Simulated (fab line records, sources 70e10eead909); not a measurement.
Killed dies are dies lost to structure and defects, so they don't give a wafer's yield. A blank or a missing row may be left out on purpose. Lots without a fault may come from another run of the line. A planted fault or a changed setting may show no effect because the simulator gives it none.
fab line records | flow nand_harc | part 1 of 2: steps 1 to 14 of 15
record lots=7 wafers=21 last_day=31
route steps=1302 shown A_CHANNEL_HOLE_D2@591 END@1302
lots that met no fault: from a run of the same line without faults
start_h: hours from the record's first day to the start of the lot's first wafer shown | wait_h: hours since the lot's step before | " the same as in the row above | L1.1+2: a row that stands for several wafers | - no value, or no start given | * or withheld: withheld | < > ~ a bound
route shown NAME@n: a module of which the file shows steps, and the number in the route of the first | usual: mean/standard deviation of fault-free wafers | same: alike in all rows | chamber/n: place in a boat | sites: the reading at each site | _std_site: their standard deviation | _edge_site: outer sites' mean less inner sites' | radius_mm: how far each site lies from the wafer's centre | mask NAME#n: copy n | behind: the tool/chamber that last shaped the wafer | hold: why the lot was held/for how many hours/how that ended | device: the transistor (n, p or np) that didn't switch | end of line: the same wafers' tests at the end of the route | a step without rows: its recipe alone | killed: dies lost to structure and defects at the first sort, not the wafer's yield | map: a wafer's dies, x killed, . not, _ none there
set.NAME: the setting as run; set.NAME@STEP: as run at that earlier step | model.NAME: the simulator's own value behind a step, which no gauge read
lots at some steps of the route; a table a step, a row a wafer
services: from which hour (start_h, from the record's first day; less than 0 if before it) a tool's chamber was out of use, for how many hours, and why
## steps
# step NHARC_A_CHANNEL_HOLE_D2_ETCH_19
# recipe bias_v=1200 source_w=2500 pressure_mtorr=15 time_s=34.5 ar_flow_sccm=375 c4f8_flow_sccm=28.8 o2_flow_sccm=96.2 temp_c=-20 target_depth_a=* chemistry=C4F8/O2/Ar
# usual bias_v=1201/12 c4f8_flow_sccm=28.80/0.084 drypump_motor_current_A=5.3/0.46 showerhead_plenum_p_Torr=3.65/0.15 throttle_valve_pct=37.038/0.0087
# columns lot.wafer tool chamber start_h wait_h bias_v c4f8_flow_sccm drypump_motor_current_A rf_hours_counter_h showerhead_plenum_p_Torr throttle_valve_pct
L185.2 har_etch-01 0 323.92 0.1 1188 28.83 5.6 161 3.51 37.051
L185.5 " 1 " " 1206 28.69 4.8 - 3.67 37.034
L185.6 " 0 " " 1186 28.76 5.6 - 3.51 37.040
L186.1 har_etch-01 0 336.83 1.7 1197 28.79 5.6 173 3.51 37.033
L186.3 " 1 " " 1189 28.87 4.7 - 3.66 37.036
L186.5 " 1 " " 1196 28.91 4.7 - 3.66 37.027
L189.4 har_etch-01 0 349.90 0.1 1198 28.85 5.6 - 3.50 37.035
L189.6 " 1 " " 1191 28.90 4.7 - 3.65 37.047
L189.5 " 0 " " 1179 28.79 5.6 - 3.50 37.021
L190.2 har_etch-01 0 360.76 0.1 1211 28.78 5.6 192 3.50 37.031
L190.4 " 1 " " 1206 28.83 4.7 - 3.65 37.032
L190.6 " 0 " " 1183 28.86 5.6 - 3.50 37.034
L191.2 har_etch-01 1 374.68 1.2 1190 28.79 4.7 199 3.64 37.044
L191.6 " 1 " " 1217 28.95 4.8 - 3.64 37.038
L191.5 " 0 " " 1201 28.87 5.6 - 3.49 37.031
L198.3 har_etch-01 1 438.81 0.1 1205 28.74 4.8 - 3.63 37.047
L198.4 " 0 " " 1201 28.76 5.6 - 3.47 37.035
L198.5 " 0 " " 1228 28.84 5.6 - 3.47 37.028
L201.4 har_etch-01 1 465.13 1.2 1192 28.71 4.8 - 3.62 37.038
L201.3 " 0 " " 1206 28.91 5.6 - 3.47 37.030
L201.5 " 0 " " 1217 28.85 5.6 - 3.47 37.038
# step NHARC_A_CHANNEL_HOLE_D2_ETCH_20
# recipe bias_v=3000 source_w=withheld pressure_mtorr=20 time_s=361.9 ar_flow_sccm=375 c4f8_flow_sccm=89.3 o2_flow_sccm=35.7 temp_c=-20 target_depth_a=16000 chemistry=C4F8/O2/Ar
# step NHARC_A_CHANNEL_HOLE_D2_ETCH_21
# recipe bias_v=3000 source_w=withheld pressure_mtorr=20 time_s=514.3 ar_flow_sccm=375 c4f8_flow_sccm=89.3 o2_flow_sccm=35.7 temp_c=-20 target_depth_a=16000 chemistry=C4F8/O2/Ar
# usual c4f8_flow_sccm=89.35/0.29 chamber_pressure_mTorr=19.999/0.02 drypump_motor_current_A=5.3/0.46 showerhead_plenum_p_Torr=3.61/0.14 throttle_valve_pct=32.155/0.0088
# columns lot.wafer tool chamber start_h wait_h c4f8_flow_sccm chamber_pressure_mTorr drypump_motor_current_A rf_hours_counter_h showerhead_plenum_p_Torr throttle_valve_pct
L185.2 har_etch-01 0 324.40 0.3 89.19 20.006 5.6 162 3.48 32.175
L185.5 " 1 " " 89.71 20.001 4.7 - 3.63 32.161
L185.6 " 0 " " 89.25 20.041 5.6 - 3.48 32.144
L186.1 har_etch-01 0 337.26 0.3 89.24 20.047 5.6 173 3.47 32.153
L186.3 " 1 " " 89.78 20.019 4.8 - 3.62 32.148
L186.5 " 1 " " 89.04 20.018 4.8 - 3.62 32.150
L189.4 har_etch-01 0 350.50 0.3 89.32 19.983 5.6 - 3.47 32.153
L189.6 " 1 " " 89.85 20.015 4.8 - 3.61 32.165
L189.5 " 0 " " 89.53 19.996 5.6 - 3.47 32.155
L190.2 har_etch-01 0 361.19 0.3 89.69 19.996 5.6 192 3.46 32.139
L190.4 " 1 " " 89.06 20.045 4.8 - 3.61 32.168
L190.6 " 0 " " 89.93 20.003 5.6 - 3.46 32.155
L191.2 har_etch-01 1 375.10 0.3 89.27 19.996 4.8 200 3.61 32.161
L191.6 " 1 " " 89.26 19.972 4.7 - 3.61 32.146
L191.5 " 0 " " 89.80 20.012 5.7 - 3.46 32.133
L198.3 har_etch-01 1 439.35 0.3 89.20 19.968 4.7 - 3.59 32.164
L198.4 " 0 " " 89.41 19.988 5.6 - 3.44 32.157
L198.5 " 0 " " 89.02 19.967 5.6 - 3.44 32.158
L201.4 har_etch-01 1 465.66 0.3 89.19 19.983 4.8 - 3.58 32.156
L201.3 " 0 " " 89.33 19.992 5.6 - 3.43 32.151
L201.5 " 0 " " 89.25 20.029 5.6 - 3.43 32.159
# step NHARC_A_CHANNEL_HOLE_D2_ETCH_22
# recipe bias_v=3000 source_w=withheld pressure_mtorr=20 time_s=666.7 ar_flow_sccm=375 c4f8_flow_sccm=89.3 o2_flow_sccm=35.7 temp_c=-20 target_depth_a=16000 chemistry=C4F8/O2/Ar
# usual c4f8_flow_sccm=89.34/0.26 chamber_pressure_mTorr=20.003/0.017 drypump_motor_current_A=5.3/0.46 showerhead_plenum_p_Torr=3.61/0.14 throttle_valve_pct=32.154/0.0087
# columns lot.wafer tool chamber start_h wait_h c4f8_flow_sccm chamber_pressure_mTorr drypump_motor_current_A rf_hours_counter_h showerhead_plenum_p_Torr throttle_valve_pct
L185.2 har_etch-01 0 324.87 0.4 89.53 19.968 5.6 162 3.48 32.140
L185.5 " 1 " " 89.75 20.012 4.7 - 3.63 32.135
L185.6 " 0 " " 89.33 19.987 5.6 - 3.48 32.159
L186.1 har_etch-01 0 337.69 0.4 89.72 20.023 5.6 174 3.47 32.154
L186.3 " 1 " " 89.58 20.013 4.7 - 3.62 32.149
L186.5 " 1 " " 89.43 20.002 4.7 - 3.62 32.170
L189.4 har_etch-01 0 351.00 0.4 89.51 20.021 5.6 - 3.47 32.145
L189.6 " 1 " " 89.34 19.981 4.7 - 3.61 32.162
L189.5 " 0 " " 89.35 19.985 5.6 - 3.47 32.148
L190.2 har_etch-01 0 361.62 0.4 89.16 20.015 5.6 192 3.46 32.157
L190.4 " 1 " " 89.56 19.981 4.7 - 3.61 32.156
L190.6 " 0 " " 89.40 19.981 5.6 - 3.46 32.152
L191.2 har_etch-01 1 375.54 0.4 89.18 19.995 4.8 200 3.61 32.147
L191.6 " 1 " " 89.19 20.011 4.8 - 3.61 32.155
L191.5 " 0 " " 89.38 20.019 5.6 - 3.46 32.124
L198.3 har_etch-01 1 439.84 0.4 89.41 20.031 4.8 - 3.59 32.163
L198.4 " 0 " " 89.27 19.992 5.6 - 3.44 32.153
L198.5 " 0 " " 88.84 20.002 5.6 - 3.44 32.145
L201.4 har_etch-01 1 466.15 0.4 89.37 20.026 4.8 - 3.58 32.155
L201.3 " 0 " " 89.24 20.028 5.6 - 3.43 32.146
L201.5 " 0 " " 89.32 19.987 5.6 - 3.43 32.158
# step NHARC_A_CHANNEL_HOLE_D2_ETCH_23
# recipe bias_v=5000 source_w=withheld pressure_mtorr=20 time_s=819 ar_flow_sccm=375 c4f8_flow_sccm=89.3 o2_flow_sccm=35.7 temp_c=-20 target_depth_a=16000 chemistry=C4F8/O2/Ar
# usual c4f8_flow_sccm=89.30/0.26 chamber_pressure_mTorr=20.000/0.019 drypump_motor_current_A=5.3/0.46 showerhead_plenum_p_Torr=3.61/0.14 throttle_valve_pct=32.155/0.0094
# columns lot.wafer tool chamber start_h wait_h c4f8_flow_sccm chamber_pressure_mTorr drypump_motor_current_A rf_hours_counter_h showerhead_plenum_p_Torr throttle_valve_pct
L185.2 har_etch-01 0 325.46 0.5 89.19 20.006 5.6 163 3.48 32.167
L185.5 " 1 " " 89.46 20.004 4.7 - 3.63 32.151
L185.6 " 0 " " 89.18 19.977 5.6 - 3.48 32.156
L186.1 har_etch-01 0 338.26 0.5 89.33 19.987 5.6 174 3.47 32.146
L186.3 " 1 " " 89.23 20.021 4.7 - 3.62 32.158
L186.5 " 1 " " 89.20 19.993 4.7 - 3.62 32.165
L189.4 har_etch-01 0 351.63 0.5 88.89 20.004 5.6 - 3.47 32.165
L189.6 " 1 " " 89.39 20.021 4.7 - 3.61 32.142
L189.5 " 0 " " 89.21 19.995 5.6 - 3.47 32.153
L190.2 har_etch-01 0 362.20 0.5 89.38 20.005 5.6 193 3.46 32.150
L190.4 " 1 " " 89.00 20.016 4.7 - 3.61 32.154
L190.6 " 0 " " 89.36 20.016 5.6 - 3.46 32.157
L191.2 har_etch-01 1 376.10 0.5 89.33 20.003 4.8 201 3.61 32.165
L191.6 " 1 " " 89.31 20.015 4.8 - 3.61 32.161
L191.5 " 0 " " 89.33 20.041 5.6 - 3.46 32.140
L198.3 har_etch-01 1 440.45 0.5 88.83 19.979 4.7 - 3.59 32.166
L198.4 " 0 " " 89.40 19.974 5.6 - 3.44 32.157
L198.5 " 0 " " 89.01 19.987 5.6 - 3.44 32.173
L201.4 har_etch-01 1 466.76 0.5 89.36 19.987 4.8 - 3.58 32.154
L201.3 " 0 " " 89.55 19.994 5.6 - 3.43 32.162
L201.5 " 0 " " 89.94 20.003 5.6 - 3.43 32.156
# step NHARC_A_CHANNEL_HOLE_D2_ETCH_24
# recipe bias_v=5000 source_w=withheld pressure_mtorr=20 time_s=906.2 ar_flow_sccm=375 c4f8_flow_sccm=93.8 o2_flow_sccm=31.2 temp_c=-20 target_depth_a=15000 chemistry=C4F8/O2/Ar
# step NHARC_A_CHANNEL_HOLE_D2_ETCH_25
# recipe bias_v=5000 source_w=withheld pressure_mtorr=20 time_s=1040.2 ar_flow_sccm=375 c4f8_flow_sccm=93.8 o2_flow_sccm=31.2 temp_c=-20 target_depth_a=15000 chemistry=C4F8/O2/Ar
# step NHARC_A_CHANNEL_HOLE_D2_ETCH_26
# recipe bias_v=300 source_w=2000 pressure_mtorr=30 time_s=224.1 ar_flow_sccm=375 c4f8_flow_sccm=11.4 o2_flow_sccm=113.6 temp_c=-20 target_depth_a=3000 chemistry=C4F8/O2/Ar
# step NHARC_A_CHANNEL_HOLE_D2_ETCH_27
# recipe bias_v=400 source_w=2000 pressure_mtorr=25 time_s=90 ar_flow_sccm=375 c4f8_flow_sccm=41.7 o2_flow_sccm=83.3 temp_c=-20 target_depth_a=4000 chemistry=C4F8/O2/Ar
# step NHARC_A_CHANNEL_HOLE_D2_STRIP_41
# recipe n2_flow_sccm=150 h2_flow_sccm=150 ar_flow_sccm=0 bias_w=0 chemistry=N2/H2
# step NHARC_A_CHANNEL_HOLE_D2_STRIP_42
# recipe cf4_flow_sccm=100 chf3_flow_sccm=30 ar_flow_sccm=0 bias_w=0 chemistry=CF4/CHF3
# step NHARC_A_CHANNEL_HOLE_D2_STRIP_43
# recipe o2_flow_sccm=400 cos_flow_sccm=20 ar_flow_sccm=0 bias_w=0 chemistry=O2/COS
# step NHARC_A_CHANNEL_HOLE_D2_ETCH_44
# recipe target_depth_a=1400 overetch_a=140 time_s=77 ion_energy_ev=100 cf4_flow_sccm=80 o2_flow_sccm=20 ar_flow_sccm=0 rf_w=300 bias_w=100 chemistry=CF4/O2
# usual bias_w=100.02/0.29 cf4_flow_sccm=80.02/0.24 drypump_motor_current_A=5.8/0.48 oes_product_au=0.997/0.012 rf_vpp_V=197.6/1.6 showerhead_plenum_p_Torr=1.32/0.068 throttle_valve_pct=13.398/0.0095
# columns lot.wafer tool chamber start_h wait_h bias_w cf4_flow_sccm drypump_motor_current_A oes_product_au rf_hours_counter_h rf_vpp_V showerhead_plenum_p_Torr throttle_valve_pct model.A_CHANNEL_HOLE_D2.cd_nm
L185.2 rie_diel-01 3 328.65 0.1 99.78 79.96 5.3 0.993 6.4 199.5 1.43 13.416 91.24
L185.6 " 0 " " 100.63 79.99 6.5 0.981 - 197.5 1.33 13.386 90.91
L185.5 " 1 " " 100.14 80.14 5.7 1.005 - 197.3 1.26 13.407 89.36
L186.1 rie_diel-01 2 342.49 0.9 99.44 80.12 5.7 1.010 7.6 195.5 1.25 13.394 91.81
L186.3 " 0 " " 100.27 79.81 6.5 0.987 7.6 197.8 1.33 13.396 89.23
L186.5 " 2 " " 100.11 79.93 5.7 1.006 - 196.6 1.25 13.392 91.62
L189.4 rie_diel-01 2 354.60 0.1 - - - - - - - - 102.2
L189.5 " 3 " " - - - - - - - - 96.85
L189.6 " 0 " " - - - - - - - - 97.36
L190.2 rie_diel-02 0 365.48 0.1 - - - - - - - - 97.87
L190.4 " 2 " " - - - - - - - - 95.71
L190.6 " 0 " " - - - - - - - - 100.3
L191.2 rie_diel-01 0 379.40 0.1 - - - - - - - - 103.4
L191.6 " 1 " " - - - - - - - - 102.2
L191.5 " 2 " " - - - - - - - - 103.1
L198.3 rie_diel-13 3 443.56 0.1 99.78 79.88 6.4 0.997 6.9 197.4 1.30 13.414 91.76
L198.5 " 0 " " 100.07 80.21 5.8 1.007 - 198.4 1.43 13.389 94.14
L198.4 " 3 " " 99.56 80.30 6.3 1.000 - 196.5 1.30 13.392 90.96
L201.4 rie_diel-01 3 469.82 0.1 100.03 80.01 5.2 0.997 5.4 198.7 1.43 13.402 90.34
L201.3 " 1 " " 100.01 80.10 5.7 1.001 5.4 195.1 1.26 13.385 90.97
L201.5 " 2 " " 100.48 79.88 5.7 1.008 - 196.2 1.24 13.393 93.77
# step NHARC_A_CHANNEL_HOLE_D2_STRIP_28
# recipe o2_flow_sccm=500 ar_flow_sccm=0 bias_w=0 chemistry=O2
# usual drypump_motor_current_A=5.8/0.48 oes_product_au=1.000/0.013 rf_vpp_V=57.8/0.91 showerhead_plenum_p_Torr=3.50/0.17 throttle_valve_pct=17.037/0.0084
# columns lot.wafer tool chamber start_h wait_h drypump_motor_current_A oes_product_au rf_hours_counter_h rf_vpp_V showerhead_plenum_p_Torr throttle_valve_pct
L185.2 rie_diel-01 2 - - 5.7 1.006 7.4 57.8 3.30 17.034
L185.5 " 0 " " 6.6 0.987 - 57.0 3.50 17.027
L185.6 " 1 " " 5.7 0.993 - 58.0 3.35 17.030
L186.1 rie_diel-01 3 - - 5.2 1.000 7.6 57.3 3.77 17.034
L186.3 " 0 " " 6.6 0.980 7.6 58.3 3.50 17.055
L186.5 " 2 " " 5.7 1.010 - 57.3 3.30 17.048
L189.4 rie_diel-01 2 354.78 0.2 5.7 1.026 8.1 57.1 3.30 17.032
L189.6 " 0 " " 6.6 0.980 - 56.7 3.50 17.036
L189.5 " 1 " " 5.7 1.000 - 58.5 3.34 17.040
L190.2 rie_diel-02 2 365.58 0.1 5.8 1.018 6.2 57.2 3.74 17.051
L190.4 " 0 " " 6.7 0.987 5.5 56.8 3.40 17.040
L190.6 " 3 " " 5.6 1.011 - 58.2 3.44 17.050
L191.2 rie_diel-01 0 379.59 0.2 6.5 0.980 9.8 57.2 3.50 17.042
L191.6 " 2 " " 5.7 0.994 - 57.1 3.30 17.045
L191.5 " 3 " " 5.3 0.994 - 56.7 3.77 17.029
L198.3 rie_diel-13 0 - - 5.8 1.013 5.4 58.0 3.76 17.031
L198.4 " 3 " " 6.3 0.995 - 58.2 3.44 17.041
L198.5 " 1 " " 5.9 0.998 - 57.9 3.52 17.030
L201.3 rie_diel-01 3 - - 5.2 1.005 5.5 56.6 3.76 17.019
L201.4 " 0 " " 6.5 1.002 5.0 58.7 3.50 17.029
L201.5 " 1 " " 5.7 1.005 - 58.9 3.34 17.046
## key
first_sign step=NHARC_A_CHANNEL_HOLE_D2_ETCH_44 reading=tool_record direction=missing
effect step=NHARC_END_SORT_01 reading=killed_at_array direction=up sigmas=37 usual=59 struck=671
model_effect step=NHARC_A_CHANNEL_HOLE_D2_ETCH_44 value=A_CHANNEL_HOLE_D2.cd_nm without=90.81 struck=99.89
more_kills_born_at NHARC_A_CHANNEL_HOLE_D2_ETCH_44@rie_diel-01=3689 NHARC_A_CHANNEL_HOLE_D2_ETCH_44@rie_diel-02=1849
met_at NHARC_A_CHANNEL_HOLE_D2_ETCH_44
struck_wafers L189.4,L189.5,L189.6,L190.2,L190.4,L190.6,L191.2,L191.5,L191.6
later_rows_left_out L189.4,L189.5,L189.6,L190.2,L190.4,L190.6,L191.2,L191.5,L191.6
tester_left_out L189,L190,L191
onset_between 342.49 354.60
fault kind=skipped_step_whole tool=rie_diel-01,rie_diel-02 chamber=- onset_h=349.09 steps=NHARC_A_CHANNEL_HOLE_D2_ETCH_44 scope=struck_lots_only
# tester_left_out: of these lots the tester's yield and bins aren't shown, on N5 and GAA mostly nor the transistor test; their killed dies are dies lost to structure and defects alone, not to doping, threshold or leakage, so they don't give the yield
# later_rows_left_out: the simulator's readings of these wafers behind a module that went badly wrong aren't trusted and aren't shown, but for the sort
